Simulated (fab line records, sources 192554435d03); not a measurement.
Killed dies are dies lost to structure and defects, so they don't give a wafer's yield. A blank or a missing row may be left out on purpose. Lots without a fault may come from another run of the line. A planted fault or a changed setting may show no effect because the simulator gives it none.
Chamber matching | flow n5_finfet | N5_BEOL_M8_DEP_56 on pecvd-04: 3 sister chambers
The step deposits SiCN from 3MS/NH3, target thk 10 nm, time 17.5 s. 20 wafers are shown with their chamber, then 10 later ones without.

WAFERS WITH THEIR CHAMBER
wafer  | chamber | throttle_valve_pct (%) | showerhead_plenum_p_Torr (Torr)
L081.1 | 1       | 8.7                    | 3.668
L081.4 | 2       | 9.5                    | 3.649
L081.5 | 0       | 9.5                    | 3.681
L080.2 | 1       | 8.4                    | 3.671
L080.3 | 0       | 9.5                    | 3.683
L080.6 | 2       | 9.3                    | 3.655
L083.1 | 1       | 8.4                    | 3.663
L083.4 | 2       | 9.7                    | 3.658
L083.6 | 2       | 9.2                    | 3.644
L084.2 | 1       | 8.7                    | 3.664
L084.3 | 2       | 9.3                    | 3.659
L084.5 | 2       | 9.4                    | 3.662
L086.1 | 1       | 8.7                    | 3.655
L086.4 | 1       | 8.9                    | 3.658
L086.5 | 0       | 9.5                    | 3.672
L089.3 | 2       | 9.3                    | 3.656
L089.4 | 1       | 9.0                    | 3.652
L089.6 | 0       | 9.3                    | 3.677
L091.2 | 1       | 8.4                    | 3.673
L091.3 | 0       | 9.2                    | 3.673

SIGNATURES (means of the wafers above)
reading                  | chamber 0 | chamber 1 | chamber 2 | scatter within a chamber
throttle_valve_pct       | 9.400     | 8.650     | 9.386     | 0.192
showerhead_plenum_p_Torr | 3.67720   | 3.66300   | 3.65471   | 0.00653
Rule: a wafer's distance from a chamber is the root of the sum, over the readings, of the square of ((its reading less the chamber's mean) divided by the reading's scatter). The wafer belongs to the nearest chamber; if the next one is less than 2 further off, it can't be placed. The scatter: the root of (the sum of the squares of (reading less its chamber's mean) over the shown wafers, divided by (wafers less chambers)).

WAFERS WITHOUT THEIR CHAMBER
wafer  | throttle_valve_pct (%) | showerhead_plenum_p_Torr (Torr)
L091.4 | 9.3                    | 3.682
L092.2 | 8.7                    | 3.667
L092.4 | 9.4                    | 3.659
L092.5 | 8.6                    | 3.665
L093.2 | 8.3                    | 3.669
L093.3 | 9.3                    | 3.689
L093.4 | 9.1                    | 3.677
L096.2 | 9.6                    | 3.665
L096.4 | 8.5                    | 3.662
L096.6 | 9.3                    | 3.670

WHICH CHAMBER EACH WENT THROUGH
wafer  | from the rows above     | in truth
L091.4 | 0                       | 0
L092.2 | 1                       | 1
L092.4 | 2                       | 2
L092.5 | 1                       | 1
L093.2 | 1                       | 1
L093.3 | 0                       | 0
L093.4 | can't be placed: 0 or 1 | 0
L096.2 | can't be placed: 2 or 0 | 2
L096.4 | 1                       | 1
L096.6 | can't be placed: 0 or 2 | 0
Placed correctly: 7 of 10. Can't be placed from these rows: 3 (the true chamber is among the candidates in 3). Placed wrongly: 0.
